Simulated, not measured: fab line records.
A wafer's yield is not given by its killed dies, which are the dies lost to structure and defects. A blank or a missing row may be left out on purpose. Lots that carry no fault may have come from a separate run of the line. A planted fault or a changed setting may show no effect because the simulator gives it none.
A struck lot beside a sound one :: flow nandHarc :: 42 out of 1159 route steps
Sound: wafers L291.1, L291.2, L291.3. The struck wafers were L299.2, L299.3, L299.6. The cause is named last.
For every step that has rows: the tool of each side, followed by ch and its chambers, followed by its first start. Under that, the readings that differ: sound wafers :: struck wafers :: difference of the means :: sigmas: that difference in standard deviations of wafers without a fault.
alike: readings whose means differ by less than 2 such deviations, and words and numbers that are the same on both sides. not compared: withheld readings, readings that some wafer has no value for, bounds like >300 that may hide the same value, and numbers for which the record gives no deviation and whose values overlap.
Wherever a step has rows on one side only, a row that says differs or no value, or a row with sigmas, the two part there. Non-overlapping numbers with no deviation appear without sigmas and do not part them. A reading that every wafer of one side lacks parts them only if that side has two wafers or more.

NHARC_A_CONTACT_INSPECT_71:
  struck on defectInspect-01, day 19 01:00; sound on defectInspect-02, day 16 07:09
  alike: rawDefectCount
then, 1 step without rows for these wafers: NHARC_A_CONTACT_DESCUM_74 (chemistry O2, time 3 s).
NHARC_A_CONTACT_ETCH_75: etches the open film in CF4, target depth 39 nm, time 65 s.
  sound on rieDiel-03 ch 0,1,3, day 16 07:19; struck on rieDiel-04 ch 0,1,3, day 19 01:10
  alike: drypumpMotorCurrentA, oesProductAu, rfVppV, showerheadPlenumPTorr, throttleValvePct
  not compared: rfHoursCounterH
then, 7 steps without rows for these wafers: NHARC_A_CONTACT_ETCH_76 (etches the open film in N2/H2, target depth 260 nm, time 475.3 s); NHARC_A_CONTACT_ETCH_77 (etches the open film in CF4/CHF3, target depth 72.6 nm, time 36.3 s); NHARC_A_CONTACT_ETCH_78 (etches the open film in O2/COS, target depth 2800 nm, time 728 s); NHARC_A_CONTACT_ETCH_124 (etches the open film in C4F8/O2/Ar, time 140 s, target depth 700 nm); NHARC_A_CONTACT_ETCH_125 (etches the open film in C4F8/O2/Ar, time 155 s, target depth 956 nm); NHARC_A_CONTACT_ETCH_126 (etches the open film in C4F8/O2/Ar, time 155 s, target depth 956 nm); NHARC_A_CONTACT_ETCH_127 (etches the open film in C4F8/O2/Ar, time 155 s, target depth 956 nm).
NHARC_A_CONTACT_ETCH_128: etches the open film in C4F8/O2/Ar, time 155 s, target depth 956 nm.
  sound on harCapEtch-01 ch 0,1, day 16 08:59; struck on harCapEtch-03 ch 0, day 19 02:50
  not compared: rfHoursCounterH
then, 1 step without rows for these wafers: NHARC_A_CONTACT_ETCH_129 (etches the open film in C4F8/O2/Ar, time 155 s, target depth 956 nm).
NHARC_A_CONTACT_ETCH_130: etches the open film in C4F8/O2/Ar, time 155 s, target depth 956 nm.
  sound on harCapEtch-01 ch 0,1, day 16 09:16; struck on harCapEtch-03 ch 0, day 19 03:07
  not compared: rfHoursCounterH
then, 3 steps without rows for these wafers: NHARC_A_CONTACT_ETCH_131 (etches the open film in C4F8/O2/Ar, time 155 s, target depth 956 nm); NHARC_A_CONTACT_ETCH_132 (etches the open film in C4F8/O2/Ar, time 156 s, target depth 958 nm); NHARC_A_CONTACT_ETCH_133 (etches the open film in C4F8/O2/Ar, time 195 s, target depth 840 nm).
NHARC_A_CONTACT_ETCH_91: etches the open film in CH3F/O2, target depth 40 nm, time 85.7 s.
  sound on rieDiel-01 ch 0,1,2, day 16 10:16; struck on rieDiel-01 ch 0,3, day 19 04:05
reading: oesProductAu (a.u.)
sound: 1.00 0.99 1.00
struck: 0.92 0.92 0.91
difference: -0.08
sigmas: -2
  alike: drypumpMotorCurrentA, rfVppV, showerheadPlenumPTorr, throttleValvePct
  not compared: rfHoursCounterH
NHARC_A_CONTACT_ETCH_97: etches the open film in C4F6/O2, target depth 20 nm, time 10 s.
  sound on rieDiel-01 ch 0,2,3; struck on rieDiel-01 ch 0,1,2
reading: oesProductAu (a.u.)
sound: 0.998 0.999 0.993
struck: 0.953 0.931 0.948
difference: -0.053
sigmas: -2
  alike: c4f6FlowSccm, drypumpMotorCurrentA, rfVppV, showerheadPlenumPTorr, throttleValvePct
  not compared: rfHoursCounterH
NHARC_A_CONTACT_CD_MEAS_80:
  struck on cdSem-01, day 19 04:19; sound on cdSem-01, day 16 10:29
  alike: cdNm
then, 18 steps without rows for these wafers: NHARC_A_CONTACT_STRIP_103 (strips in N2/H2); NHARC_A_CONTACT_STRIP_104 (strips in CF4/CHF3); NHARC_A_CONTACT_STRIP_105 (strips in O2/COS); NHARC_A_CONTACT_ETCH_106 (etches the open film in CF4/O2, target depth 60 nm, overetch 6 nm, time 33 s); NHARC_A_CONTACT_STRIP_82 (strips in O2); NHARC_A_CONTACT_STRIP_83 (strips in post etch residue remover, time 600 s); NHARC_A_CONTACT_DEP_84 (deposits aC, target thk 2000 nm); NHARC_A_CONTACT_DEP_85 (deposits SiON, target thk 50 nm); NHARC_A_CONTACT_DEHYDRATE_00 (time 120 s); NHARC_A_CONTACT_HMDS_01 (time 30 s); NHARC_A_CONTACT_COAT_86 (time 75 s); NHARC_A_CONTACT_COAT_87 (time 65 s); NHARC_A_CONTACT_COAT_02 (resist thk 90 nm); NHARC_A_CONTACT_SOFTBAKE_03 (time 55 s); NHARC_A_CONTACT_EBR_04; NHARC_A_CONTACT_EXPOSE_05 (exposes mask A CC); NHARC_A_CONTACT_PEB_06 (peb time 65 s); NHARC_A_CONTACT_DEVELOP_07 (develop time 35 s).
NHARC_A_CONTACT_CD_MEAS_08 targets a cd of 100 nm.
  sound on cdSem-03 ch 0, day 16 17:06; struck on cdSem-03 ch 0, day 19 07:34
  alike: cdNm
NHARC_A_CONTACT_OVL_MEAS_09:
  struck on overlay-02, day 19 07:39; sound on overlay-01, day 16 17:11
reading: overlayYNm (nm)
sound: 1.6 1.5 1.1
struck: -0.5 -1.3 -1.3
difference: -2.4
sigmas: -3
  alike: overlayXNm
NHARC_A_CONTACT_DESCUM_13: chemistry O2, time 3 s.
  sound on rieDiel-04 ch 0,1,3, day 16 17:17; struck on rieDiel-01 ch 0,1,2, day 19 07:47
  alike: drypumpMotorCurrentA, oesProductAu, rfVppV, showerheadPlenumPTorr, throttleValvePct
  not compared: rfHoursCounterH
then, 1 step without rows for these wafers: NHARC_A_CONTACT_ETCH_88 (etches the open film in CF4, target depth 39 nm, time 65 s).
-- jump in the record: it breaks off in module A_CONTACT and resumes in module END (first step shown: number 1159 of the route), and 2 days separate the struck wafers' starts before and after --
NHARC_END_SORT_01:
  only the struck wafers appear in the record here, on prober-02 ch 0 at day 21 10:34; the sound ones have no rows

WHERE THEY PART
At NHARC_A_CONTACT_ETCH_91 first; at NHARC_END_SORT_01 last (within this record only).

WHY: the cause the simulator had injected
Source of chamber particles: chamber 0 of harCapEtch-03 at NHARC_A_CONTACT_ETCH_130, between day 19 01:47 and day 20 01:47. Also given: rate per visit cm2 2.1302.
